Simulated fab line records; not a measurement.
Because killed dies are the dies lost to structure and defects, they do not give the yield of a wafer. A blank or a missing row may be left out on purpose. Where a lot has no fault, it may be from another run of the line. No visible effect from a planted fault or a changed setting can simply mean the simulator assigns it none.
fab line records | flow n5-finfet | part 1 of 2: steps 1 to 16 of 24
[record] lots = 5 wafers = 15 last-day = 17
route steps=1938 shown BEOL_M7@1271
lots with no fault: from the same line, run without faults
start-h: the number of hours between the record's first day and the start of the first shown wafer of the lot | wait-h: hours from the lot's prior step to this one | " as in the row above | L1.1+2: one row covering several wafers at once | - no value present, or no start provided | * or withheld: withheld | < > ~ a bound
route shown NAME@n: NAME is a module with steps in the file, n the number in the route of the first one | usual: mean/standard deviation of fault-free wafers | same: alike in all rows | chamber/n: place in a boat | sites: readings site by site | _std_site: standard deviation of those values | _edge_site: the outer-site mean with the inner-site mean subtracted | radius-mm: how far each site lies from the wafer's centre | mask NAME#n: copy n | behind: the most recent tool/chamber to have shaped the wafer | hold: cause of the lot's hold/its duration in hours/its outcome | device: transistor that didn't switch, given as n, p or np | end of line: tests run on the same wafers once the route is complete | for a step that has no rows: nothing shown but its recipe | killed: the dies lost at the first sort to structure and to defects; this is not the yield of the wafer | map: per-die view of a wafer (x killed, . not killed, _ where there is no die)
set.NAME: the run value of the setting; set.NAME@STEP: its run value at that earlier step | model.NAME: the simulator's own value behind a step, which no gauge read
lots at selected steps of the route; one table per step, one row per wafer
services: the hour from which a tool's chamber was out of use, counted from the record's first day as start-h (under 0 if before that day), plus the number of hours and why
[[steps]]
[step N5_BEOL_M7_EBR_07]
[recipe] solvent = PGMEA ebr-width-mm = 1.5
[usual] chill-plate-temp-C = 22.99/0.11 exhaust-pa = 44.8/0.96 resist-line-temp-C = 23.00/0.1
[same] ebr-width-mm = 1.5
// columns lot.wafer tool chamber start-h wait-h chill-plate-temp-C exhaust-pa resist-line-temp-C
L074.1 litho-track-02 0 - - 22.98 44.4 22.98
L074.4 " 0 " " 23.02 45.0 23.05
L074.5 " 0 " " 22.87 44.8 22.83
L077.1 litho-track-04 0 - - 23.03 43.5 23.09
L077.5 " 0 " " 23.22 43.1 23.06
L077.6 " 0 " " 22.96 44.1 23.01
L083.1 litho-track-04 0 - - 23.19 44.3 23.01
L083.2 " 0 " " 23.01 44.3 23.03
L083.5 " 0 " " 23.08 44.4 23.06
L090.2 litho-track-01 0 - - 22.98 46.8 22.85
L090.3 " 0 " " 22.97 46.0 23.00
L090.4 " 0 " " 23.06 44.5 22.88
L095.1 litho-track-02 0 - - 23.06 44.6 22.77
L095.2 " 0 " " 23.17 44.2 23.03
L095.5 " 0 " " 22.93 44.2 23.12
[step N5_BEOL_M7_SOFTBAKE_06]
[recipe] temp-c = 110 time-s = 60 resist = CAR-ArF
[usual] chill-plate-temp-C = 22.99/0.091 exhaust-pa = 44.9/0.86 resist-line-temp-C = 23.01/0.1
[same] time-s = 60
// columns lot.wafer tool chamber start-h wait-h chill-plate-temp-C exhaust-pa resist-line-temp-C
L074.1 litho-track-02 0 - - 22.93 45.3 23.14
L074.4 " 0 " " 22.98 46.3 23.11
L074.5 " 0 " " 22.92 45.6 22.98
L077.1 litho-track-04 0 - - 23.12 43.7 23.08
L077.5 " 0 " " 23.03 45.2 23.01
L077.6 " 0 " " 23.09 44.4 23.23
L083.1 litho-track-04 0 - - 22.99 44.7 22.88
L083.2 " 0 " " 22.82 45.4 22.82
L083.5 " 0 " " 22.86 44.5 22.98
L090.2 litho-track-01 0 - - 22.94 44.9 23.00
L090.3 " 0 " " 22.89 45.4 23.11
L090.4 " 0 " " 22.98 44.9 23.09
L095.1 litho-track-02 0 - - 23.13 44.2 23.07
L095.2 " 0 " " 23.11 44.7 23.04
L095.5 " 0 " " 23.07 44.5 22.99
[step N5_BEOL_M7_EXPOSE_08]
[recipe] mask-id = M7 na = 1.35 source-shape = dipole sigma-inner = 0.817 sigma-outer = 0.97 polarization = te dose-mj = 68.25
[usual] focus-offset-nm = 0.0/0.58
// columns lot.wafer tool chamber start-h wait-h mask focus-offset-nm
L074.1 arfi-scanner-01 0 200.38 - M7#0 -0.5
L074.4 " 0 " " M7#0 -0.5
L074.5 " 0 " " M7#0 0.0
L077.1 arfi-scanner-01 0 215.06 - M7#0 -0.9
L077.5 " 0 " " M7#0 0.6
L077.6 " 0 " " M7#0 -0.6
L083.1 arfi-scanner-01 0 246.60 - M7#0 0.3
L083.2 " 0 " " M7#0 -0.6
L083.5 " 0 " " M7#0 1.1
L090.2 arfi-scanner-02 0 296.57 - M7#0 -0.1
L090.3 " 0 " " M7#0 0.4
L090.4 " 0 " " M7#0 0.1
L095.1 arfi-scanner-02 0 324.09 - M7#0 0.3
L095.2 " 0 " " M7#0 0.6
L095.5 " 0 " " M7#0 -0.2
[step N5_BEOL_M7_PEB_09]
[recipe] peb-temp-c = withheld peb-time-s = 60 resist = CAR-ArF
[usual] chill-plate-temp-C = 22.99/0.11 exhaust-pa = 44.9/0.75 resist-line-temp-C = 22.99/0.1
// columns lot.wafer tool chamber start-h wait-h chill-plate-temp-C exhaust-pa resist-line-temp-C
L074.1 litho-track-02 0 200.44 0.1 22.82 44.8 23.08
L074.4 " 0 " " 22.92 44.6 22.98
L074.5 " 0 " " 22.91 45.0 22.90
L077.1 litho-track-01 0 215.13 0.1 23.13 45.0 23.05
L077.5 " 0 " " 23.06 45.5 22.93
L077.6 " 0 " " 23.09 45.6 22.81
L083.1 litho-track-01 0 246.66 0.1 23.06 44.9 22.97
L083.2 " 0 " " 23.03 44.3 22.86
L083.5 " 0 " " 22.97 45.4 22.90
L090.2 litho-track-01 0 296.63 0.0 22.99 45.2 22.93
L090.3 " 0 " " 23.07 44.6 22.99
L090.4 " 0 " " 22.86 45.0 23.01
L095.1 litho-track-01 0 324.15 0.1 22.97 46.0 22.85
L095.2 " 0 " " 23.10 45.1 22.84
L095.5 " 0 " " 22.93 45.8 22.93
[step N5_BEOL_M7_DEVELOP_10]
[recipe] develop-time-s = 30 developer = TMAH resist = CAR-ArF rinse-liquid = diw dry = air-spin dev-temp-c = 23
[usual] chill-plate-temp-C = 23.00/0.1 exhaust-pa = 44.9/0.85 resist-line-temp-C = 22.98/0.11
// columns lot.wafer tool chamber start-h wait-h chill-plate-temp-C exhaust-pa resist-line-temp-C
L074.1 litho-track-02 0 - - 22.94 45.5 23.10
L074.4 " 0 " " 22.95 45.5 23.17
L074.5 " 0 " " 23.10 45.6 23.12
L077.1 litho-track-01 0 - - 23.02 43.5 23.04
L077.5 " 0 " " 23.04 44.0 23.00
L077.6 " 0 " " 22.96 44.6 23.07
L083.1 litho-track-01 0 - - 22.93 44.8 22.96
L083.2 " 0 " " 22.99 45.0 23.14
L083.5 " 0 " " 23.16 44.9 23.01
L090.2 litho-track-01 0 - - 22.85 45.7 23.02
L090.3 " 0 " " 23.04 44.7 23.02
L090.4 " 0 " " 22.98 44.4 23.12
L095.1 litho-track-01 0 - - 23.00 45.4 22.84
L095.2 " 0 " " 22.88 45.3 22.86
L095.5 " 0 " " 23.09 45.2 22.96
[step N5_BEOL_M7_CD_MEAS_11]
[recipe] target-cd-nm = 38.5 landing-energy-ev = 500 detector = se-inlens polarity = opening
[usual] cd-nm = 38.6/0.67
// columns lot.wafer tool chamber start-h wait-h cd-nm
L074.1 cd-sem-03 0 200.50 - 39.1
L074.4 " 0 " " 38.2
L074.5 " 0 " " 38.2
L077.1 cd-sem-03 0 215.19 - 38.9
L077.5 " 0 " " 39.4
L077.6 " 0 " " 39.8
L083.1 cd-sem-02 0 246.73 - 39.4
L083.2 " 0 " " 38.6
L083.5 " 0 " " 38.1
L090.2 cd-sem-03 0 296.70 - 39.0
L090.3 " 0 " " 39.0
L090.4 " 0 " " 38.7
L095.1 cd-sem-01 0 324.22 - 39.5
L095.2 " 0 " " 39.1
L095.5 " 0 " " 39.5
[step N5_BEOL_M7_OVL_MEAS_12]
[recipe] points-per-wafer = 44
[usual] M7_OVL = 0.1/0.98
[same] points-per-wafer = 44
// columns lot.wafer tool chamber start-h wait-h M7_OVL[nm]
L074.1 overlay-02 0 200.53 0.0 -0.1
L074.4 " 0 " " 0.6
L074.5 " 0 " " -0.2
L077.1 overlay-02 0 215.22 0.0 1.2
L077.5 " 0 " " 1.0
L077.6 " 0 " " 1.4
L083.1 overlay-02 0 246.76 0.0 0.3
L083.2 " 0 " " 0.1
L083.5 " 0 " " -0.9
L090.2 overlay-02 0 296.73 0.0 -0.3
L090.3 " 0 " " 1.0
L090.4 " 0 " " 2.0
L095.1 overlay-01 0 324.25 0.0 -0.4
L095.2 " 0 " " -1.1
L095.5 " 0 " " 0.1
[step N5_BEOL_M7_INSPECT_13]
[recipe] mode = adi inspect-instrument = brightfield
[usual] raw-defect-count = 428/100
// columns lot.wafer tool chamber start-h wait-h raw-defect-count
L074.1 defect-inspect-01 - 200.56 0.0 312
L074.4 " - " " 392
L074.5 " - " " 427
L077.1 defect-inspect-01 - 215.25 0.0 456
L077.5 " - " " 296
L077.6 " - " " 326
L083.1 defect-inspect-02 - 246.78 0.0 339
L083.2 " - " " 286
L083.5 " - " " 260
L090.2 defect-inspect-02 - 296.75 0.0 392
L090.3 " - " " 546
L090.4 " - " " 484
L095.1 defect-inspect-02 - 324.28 0.0 585
L095.2 " - " " 379
L095.5 " - " " 458
[step N5_BEOL_M7_DESCUM_16]
[recipe] chemistry = O2 time-s = 7.9 source-power-w = 50 bias-power-w = 20 pressure-mtorr = 20 rf-frequency-hz = 2.712e+07 temp-c = 40 resist = CAR-ArF o2-flow-sccm = 225
[usual] drypump-motor-current-A = 5.7/0.55 oes-product-au = 0.74/0.049 rf-vpp-V = 242.7/1.1 showerhead-plenum-p-Torr = 2.06/0.054 throttle-valve-pct = 20.59/0.2
[same] time-s = 7.9
// columns lot.wafer tool chamber start-h wait-h drypump-motor-current-A oes-product-au rf-hours-counter-h rf-vpp-V showerhead-plenum-p-Torr throttle-valve-pct
L074.1 rie-diel-05 1 200.59 0.0 5.2 0.70 190 243.6 2.08 20.79
L074.4 " 3 " " 4.7 0.75 178 244.4 2.08 20.46
L074.5 " 0 " " 5.9 0.78 - 242.7 2.02 20.43
L077.1 rie-diel-01 2 215.28 0.0 5.8 0.84 73 242.3 2.01 20.32
L077.5 " 1 " " 6.4 0.71 - 241.0 1.97 20.56
L077.6 " 2 " " 5.9 0.83 - 242.2 2.01 20.33
L083.1 rie-diel-05 3 246.82 0.0 4.7 0.75 192 242.8 2.08 20.49
L083.2 " 2 " " 6.3 0.75 162 243.0 2.09 20.77
L083.5 " 3 " " 4.7 0.74 - 244.2 2.08 20.49
L090.2 rie-diel-05 1 296.78 0.0 5.2 0.67 220 243.5 2.07 20.82
L090.3 " 3 " " 4.7 0.73 207 242.3 2.07 20.51
L090.4 " 0 " " 5.8 0.77 150 242.7 2.01 20.47
L095.1 rie-diel-05 3 324.50 0.2 4.7 0.73 216 243.4 2.07 20.52
L095.2 " 2 " " 6.3 0.71 188 242.9 2.09 20.82
L095.5 " 1 " " 5.2 0.67 - 242.4 2.06 20.84
[step N5_BEOL_M7_ETCH_61]
[recipe] chemistry = CF4 target = SiARC target-depth-a = 455 mask-material = CAR-ArF time-s = 75.8 ion-energy-ev = 80 pressure-mtorr = 40 source-w = 545 bias-w = 36 Ar_flow_sccm = 100 cf4-flow-sccm = 100 ends = cleared
[usual] bias-w = 35.97/0.11 drypump-motor-current-A = 5.7/0.55 etch-rf-on-time-s = 76.5/1.9 mfc-ar-sccm = 99.96/0.29 oes-product-au = 0.63/0.044 rf-vpp-V = 183.7/1 showerhead-plenum-p-Torr = 2.12/0.052 throttle-valve-pct = 15.81/0.23
// columns lot.wafer tool chamber start-h wait-h bias-w drypump-motor-current-A etch-rf-on-time-s mfc-ar-sccm oes-product-au rf-hours-counter-h rf-vpp-V showerhead-plenum-p-Torr throttle-valve-pct
L074.1 rie-diel-05 1 200.63 0.0 36.07 5.2 78.0 100.45 0.59 190 184.0 2.14 16.08
L074.4 " 3 " " 36.10 4.7 75.2 99.55 0.63 178 183.3 2.12 15.64
L074.5 " 0 " " 36.01 5.9 72.9 99.93 0.67 - 182.5 2.07 15.56
L077.1 rie-diel-01 2 215.32 0.0 35.85 5.8 76.5 100.25 0.70 73 182.6 2.08 15.56
L077.5 " 1 " " 35.83 6.4 78.0 100.09 0.60 - 182.8 2.03 15.84
L077.6 " 2 " " 36.07 5.9 75.6 100.30 0.71 - 181.7 2.08 15.57
L083.1 rie-diel-05 3 246.85 0.0 35.97 4.7 77.2 99.73 0.62 192 183.3 2.12 15.69
L083.2 " 2 " " 36.04 6.3 76.7 99.86 0.63 162 184.7 2.15 15.99
L083.5 " 3 " " 35.95 4.7 76.4 99.81 0.62 - 183.2 2.12 15.67
L090.2 rie-diel-05 1 296.82 0.0 36.00 5.2 79.4 99.78 0.57 220 183.1 2.13 16.16
L090.3 " 3 " " 35.99 4.7 77.5 100.30 0.61 207 185.6 2.11 15.69
L090.4 " 0 " " 35.95 5.9 73.2 99.80 0.66 150 183.7 2.06 15.62
L095.1 rie-diel-05 3 324.53 0.0 35.97 4.7 77.7 100.29 0.61 216 183.4 2.11 15.71
L095.2 " 2 " " 35.92 6.3 77.4 100.26 0.61 188 183.5 2.14 16.04
L095.5 " 1 " " 36.04 5.2 79.3 99.85 0.57 - 184.0 2.13 16.16
[step N5_BEOL_M7_ETCH_62]
[recipe] chemistry = N2/H2 target = SOC target-depth-a = 1100 overetch-a = 220 mask-material = SiARC temp-c = 40 time-s = 165 ion-energy-ev = 200 pressure-mtorr = 30 source-w = 840 bias-w = 150 n2-flow-sccm = 200 h2-flow-sccm = 200
[usual] bias-w = 150.0/0.45 drypump-motor-current-A = 5.7/0.55 oes-product-au = 0.62/0.039 rf-vpp-V = 523.0/2 showerhead-plenum-p-Torr = 2.51/0.064 throttle-valve-pct = 18.02/0.21
[same] time-s = 165
// columns lot.wafer tool chamber start-h wait-h bias-w drypump-motor-current-A oes-product-au rf-hours-counter-h rf-vpp-V showerhead-plenum-p-Torr throttle-valve-pct
L074.1 rie-diel-05 1 200.68 0.0 150.0 5.2 0.60 190 523.1 2.54 18.31
L074.4 " 3 " " 150.1 4.7 0.63 178 522.8 2.52 17.82
L074.5 " 0 " " 150.6 5.9 0.66 - 521.4 2.45 17.90
L077.1 rie-diel-01 2 215.37 0.0 150.0 5.9 0.70 73 522.9 2.47 17.88
L077.5 " 1 " " 149.6 6.4 0.60 - 521.4 2.41 18.13
L077.6 " 2 " " 150.1 5.9 0.70 - 521.7 2.47 17.90
L083.1 rie-diel-05 3 246.91 0.0 149.6 4.7 0.62 192 523.3 2.51 17.84
L083.2 " 2 " " 149.4 6.3 0.63 162 524.0 2.54 18.18
L083.5 " 3 " " 149.6 4.7 0.62 - 524.6 2.51 17.84
L090.2 rie-diel-05 1 296.87 0.0 149.3 5.2 0.58 220 522.5 2.53 18.35
L090.3 " 3 " " 150.4 4.6 0.61 207 524.4 2.50 17.87
L090.4 " 0 " " 149.3 5.9 0.63 150 521.8 2.44 17.93
L095.1 rie-diel-05 3 324.59 0.0 150.7 4.7 0.60 216 523.8 2.50 17.87
L095.2 " 2 " " 150.4 6.3 0.61 188 522.3 2.53 18.22
L095.5 " 1 " " 149.7 5.2 0.58 - 523.9 2.53 18.35
[step N5_BEOL_M7_STRIP_68]
[recipe] chemistry = N2/H2 temp-c = 40 n2-flow-sccm = 200 h2-flow-sccm = 200 rf-frequency-hz = 6e+07
// columns lot.wafer tool chamber start-h wait-h
L074.1+4+5 rie-diel-05 1,3,0 200.82 0.1
L077.1+5+6 rie-diel-01 2,1,2 215.51 0.1
L083.1+2+5 rie-diel-05 3,2,3 247.05 0.1
L090.2+3+4 rie-diel-05 1,3,0 297.01 0.1
L095.1+2+5 rie-diel-05 3,2,1 324.72 0.1
[step N5_BEOL_M7_STRIP_67]
[recipe] chemistry = CF4 resist = SiARC power-w = 300 bias-power-w = 75 pressure-mtorr = 50 cf4-flow-sccm = 150 rf-frequency-hz = 6e+07
[usual] drypump-motor-current-A = 5.7/0.55 oes-product-au = 0.74/0.046 rf-vpp-V = 270.6/1.3 showerhead-plenum-p-Torr = 1.77/0.044 throttle-valve-pct = 13.79/0.23
// columns lot.wafer tool chamber start-h wait-h drypump-motor-current-A oes-product-au rf-hours-counter-h rf-vpp-V showerhead-plenum-p-Torr throttle-valve-pct
L074.1 rie-diel-05 1 200.83 0.0 5.2 0.71 190 270.3 1.80 14.07
L074.4 " 3 " " 4.7 0.75 178 270.0 1.78 13.62
L074.5 " 0 " " 5.9 0.77 - 271.7 1.73 13.53
L077.1 rie-diel-01 2 215.52 0.0 5.9 0.83 74 270.8 1.74 13.52
L077.5 " 1 " " 6.4 0.70 - 268.7 1.71 13.84
L077.6 " 2 " " 5.8 0.83 - 270.0 1.74 13.51
L083.1 rie-diel-05 3 247.06 0.0 4.7 0.73 192 271.3 1.77 13.66
L083.2 " 2 " " 6.3 0.74 162 271.5 1.79 13.91
L083.5 " 3 " " 4.7 0.72 - 269.7 1.77 13.66
L090.2 rie-diel-05 1 297.02 0.0 5.2 0.68 220 269.8 1.79 14.12
L090.3 " 3 " " 4.7 0.72 207 270.4 1.77 13.69
L090.4 " 0 " " 5.9 0.75 150 270.6 1.72 13.60
L095.1 rie-diel-05 3 324.73 0.0 4.7 0.72 216 271.9 1.77 13.70
L095.2 " 2 " " 6.3 0.72 188 271.1 1.79 13.97
L095.5 " 1 " " 5.2 0.68 - 270.6 1.79 14.18
[step N5_BEOL_M7_HM_OPEN_17]
[recipe] chemistry = Cl2/BCl3 target-depth-a = 200 overetch-a = 60 target = TiN mask-material = SOC ion-energy-ev = 150 pressure-mtorr = 10 icp-w = 1000 bias-w = 126 Cl2_flow_sccm = 53.25 bcl3-flow-sccm = 21.75 Ar_flow_sccm = 25
[usual] bias-w = 125.9/0.4 drypump-motor-current-A = 5.4/0.44 he-backside-leak-sccm = 3.55/0.25 mfc-ar-sccm = 25.00/0.079 oes-product-au = 0.61/0.093 throttle-valve-pct = 22.28/0.29
// columns lot.wafer tool chamber start-h wait-h bias-w drypump-motor-current-A he-backside-leak-sccm mfc-ar-sccm oes-product-au rf-hours-counter-h throttle-valve-pct
L074.1 rie-metal-03 0 200.87 0.0 126.0 4.8 3.60 24.88 0.52 126 22.56
L074.4 " 0 " " 126.0 4.8 3.66 24.89 0.51 - 22.55
L074.5 " 0 " " 125.5 4.8 3.72 24.88 0.51 - 22.58
L077.1 rie-metal-03 0 215.56 0.0 126.0 4.8 3.89 24.94 0.52 127 22.55
L077.5 " 0 " " 125.7 4.8 3.89 25.06 0.52 - 22.51
L077.6 " 1 " " 125.2 6.3 3.76 25.03 0.58 - 22.29
L083.1 rie-metal-01 1 247.10 0.0 126.4 5.5 3.59 24.92 0.53 109 22.84
L083.2 " 0 " " 126.4 5.3 3.39 25.11 0.58 78 22.09
L083.5 " 1 " " 126.3 5.5 3.75 25.09 0.53 - 22.85
L090.2 rie-metal-03 1 297.06 0.0 125.3 6.3 3.29 24.97 0.56 96 22.34
L090.3 " 1 " " 125.6 6.3 3.40 25.00 0.56 - 22.34
L090.4 " 0 " " 125.5 4.8 3.77 24.95 0.80 - 22.42
L095.1 rie-metal-02 0 324.77 0.0 125.3 5.5 3.42 25.13 0.71 26 21.98
L095.2 " 1 " " 125.6 5.2 3.58 24.93 0.55 110 22.07
L095.5 " 0 " " 126.6 5.5 3.41 24.92 0.71 - 21.97
[step N5_BEOL_M7_STRIP_19]
[recipe] chemistry = O2 power-w = 400 temp-c = 40 pressure-mtorr = 30 rf-frequency-hz = 6e+07 bias-power-w = 0 overash-fraction = 0.2 o2-flow-sccm = 225
[usual] drypump-motor-current-A = 5.8/0.48 oes-product-au = 0.74/0.051 rf-vpp-V = 3.6/0.59 showerhead-plenum-p-Torr = 2.07/0.066 throttle-valve-pct = 16.83/0.21
// columns lot.wafer tool chamber start-h wait-h drypump-motor-current-A oes-product-au rf-hours-counter-h rf-vpp-V showerhead-plenum-p-Torr throttle-valve-pct
L074.1 rie-diel-01 0 200.98 0.1 5.3 0.80 89 4.7 2.10 16.50
L074.4 " 1 " " 6.4 0.71 217 3.1 1.97 16.82
L074.5 " 0 " " 5.3 0.81 - 3.7 2.10 16.52
L077.1 rie-diel-01 0 215.67 0.1 5.3 0.82 93 3.2 2.10 16.53
L077.5 " 0 " " 5.3 0.80 - 3.0 2.10 16.53
L077.6 " 3 " " 5.7 0.73 - 3.7 2.08 16.81
L083.1 rie-diel-06 1 247.23 0.1 5.4 0.71 186 4.6 2.10 17.16
L083.2 " 2 " " 6.2 0.69 241 4.1 2.16 17.03
L083.5 " 3 " " 5.7 0.69 - 3.8 2.00 16.89
L090.2 rie-diel-05 1 297.17 0.1 5.2 0.67 220 4.1 2.07 17.12
L090.3 " 2 " " 6.3 0.73 179 3.3 2.09 17.05
L090.4 " 3 " " 4.7 0.73 207 3.4 2.08 16.78
L095.1 rie-diel-01 2 324.90 0.1 5.9 0.80 106 2.4 2.01 16.61
L095.2 " 1 " " 6.4 0.70 251 3.5 1.96 16.89
L095.5 " 1 " " 6.5 0.68 - 3.5 1.96 16.89
[step N5_BEOL_M7_CD_MEAS_18]
[recipe] pitch-nm = 80 target-cd-nm = 40
[usual] cd-nm = 40.1/0.72
// columns lot.wafer tool chamber start-h wait-h cd-nm
L074.1 cd-sem-01 - 201.05 0.0 40.8
L074.4 " - " " 39.5
L074.5 " - " " 39.9
L077.1 cd-sem-03 - 215.74 0.0 40.6
L077.5 " - " " 41.2
L077.6 " - " " 41.3
L083.1 cd-sem-01 - 247.30 0.0 40.5
L083.2 " - " " 40.5
L083.5 " - " " 39.7
L090.2 cd-sem-01 - 297.24 0.1 39.7
L090.3 " - " " 40.7
L090.4 " - " " 40.7
L095.1 cd-sem-02 - 324.97 0.0 40.9
L095.2 " - " " 40.6
L095.5 " - " " 40.0
